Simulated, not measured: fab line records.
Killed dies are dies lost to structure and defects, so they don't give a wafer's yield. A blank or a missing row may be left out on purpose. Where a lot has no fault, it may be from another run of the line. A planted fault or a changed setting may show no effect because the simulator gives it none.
Comparing a struck lot with a sound one    flow n5 finfet    16 steps out of a route of 1938
Sound: wafers L777.2, L777.3, L777.5. The struck wafers were L783.3, L783.4, L783.5. Last of all comes the cause.
At each step with rows: each side's tool, then ch and its chambers, then its first start. Under that, the readings that differ: sound wafers    struck wafers    difference of the means    sigmas: that difference in standard deviations of wafers without a fault.
alike: same words and numbers on both sides, and readings whose means sit less than 2 such deviations apart. not compared: any withheld reading, any reading some wafer has no value for, any bound like >300 that may hide the same value, and any number with overlapping values for which the record gives no deviation.
The two part at a step that has a row with sigmas, a row that says differs or no value, or rows on one side only. When numbers do not overlap yet have no deviation, they are printed without sigmas and do not part them. A reading missing from all wafers of one side parts the sides only when that side holds two or more wafers.

N5_BEOL_M5_OVL_MEAS_12:
  sound on overlay-01 ch 0, day 11 07:33; struck on overlay-01 ch 0, day 12 23:14
  alike: M5_OVL
N5_BEOL_M5_INSPECT_13: inspects for defects (brightfield).
  sound on defect inspect-02, day 11 07:36; struck on defect inspect-02, day 12 23:17
  alike: raw defect count
then, 1 step without rows for these wafers: N5_BEOL_M5_DESCUM_16 (chemistry O2, time 7 s).
N5_BEOL_M5_ETCH_72: etches underlayer in N2/H2, target depth 6.5 nm, time 5.2 s.
  sound on rie diel-04 ch 1,2,3, day 11 07:52; struck on rie diel-04 ch 0,2,3, day 12 23:24
  alike: drypump motor current A, etch rf on time s, oes product au, rf vpp V, showerhead plenum p Torr, throttle valve pct
  not compared: rf hours counter h
N5_BEOL_M5_ETCH_61: etches SiARC in CF4, target depth 15.6 nm, time 26 s.
  sound on rie diel-04 ch 1,2,3, day 11 07:53; struck on rie diel-04 ch 0,2,3, day 12 23:25
  alike: drypump motor current A, etch rf on time s, oes product au, rf vpp V, showerhead plenum p Torr, throttle valve pct
  not compared: rf hours counter h
then, 3 steps without rows for these wafers: N5_BEOL_M5_ETCH_62 (etches SOC in N2/H2, target depth 75 nm, overetch 15 nm, time 112.5 s); N5_BEOL_M5_STRIP_63 (strips in N2/H2); N5_BEOL_M5_STRIP_73 (strips in N2/H2).
N5_BEOL_M5_STRIP_64: strips in CF4.
  sound on rie diel-04 ch 1,2,3, day 11 08:02; struck on rie diel-04 ch 0,2,3, day 12 23:35
  alike: drypump motor current A, oes product au, rf vpp V, showerhead plenum p Torr, throttle valve pct
  not compared: rf hours counter h
N5_BEOL_M5_HM_OPEN_17: chemistry Cl2/BCl3, target TiN, target depth 20 nm, overetch 6 nm.
  sound on rie metal-02 ch 1, day 11 08:05; struck on rie metal-01 ch 1, day 12 23:41
reading                      sound              struck             difference  sigmas
drypump motor current A (A)  5.1 5.1 5.1        6.0 5.9 6.0        +0.9        +2
throttle valve pct (%)       22.56 22.55 22.54  21.99 21.99 22.02  -0.55       -2
  alike: oes product au
  not compared: rf hours counter h
N5_BEOL_M5_STRIP_19: strips in O2.
  sound on rie diel-06 ch 0,1,2, day 11 08:12; struck on rie diel-06 ch 1,2,3, day 12 23:49
  alike: drypump motor current A, oes product au, rf vpp V, showerhead plenum p Torr, throttle valve pct
  not compared: rf hours counter h
N5_BEOL_M5_CD_MEAS_18: pitch 56 nm, target cd 28 nm.
  sound on cd sem-03, day 11 08:16; struck on cd sem-02, day 12 23:53
  alike: cd nm
N5_BEOL_M5_COAT_65: time 60 s, resist thk 60 nm.
  sound on litho track-03 ch 0, day 11 12:07; struck on litho track-03 ch 0, day 13 01:02
reading                   sound                 struck                difference  sigmas
heater power total W (W)  502.2 499.6 497.7     454.2 455.0 456.0     -44.8       -25
plate temp C (C)          250.13 250.15 250.08  231.66 231.55 231.48  -18.56      -99 or more
  alike: spin speed rpm
  not compared: model.SOC_of_BEOL_M5_COAT_65.thk nm
N5_BEOL_M5_COAT_66: time 60 s, resist thk 12 nm.
  sound: litho track-03 ch 0; struck: litho track-03 ch 0
reading                                   sound           struck      difference  sigmas
model.SOC_of_BEOL_M5_COAT_65.thk nm (nm)  60.4 60.2 60.2  60 59.8 60  +0          
  alike: heater power total W, plate temp C, spin speed rpm
then, 1 step without rows for these wafers: N5_BEOL_M5_COAT_74 (time 60 s, resist thk 5 nm).
-- record jumps: 4 days separate the struck wafers' starts on either side; left off in module BEOL_M5, taken up again in module PASSIVATION, whose first shown step is the route's number 1936 --
N5_PASSIVATION_PROBE_49:
  only the struck wafers here have rows in the record (prober-02, day 17 10:25); the sound ones have none

## WHERE THEY PART
At N5_BEOL_M5_HM_OPEN_17 first; at N5_PASSIVATION_PROBE_49 last (within this record only).

WHY: what had been put in by the simulator
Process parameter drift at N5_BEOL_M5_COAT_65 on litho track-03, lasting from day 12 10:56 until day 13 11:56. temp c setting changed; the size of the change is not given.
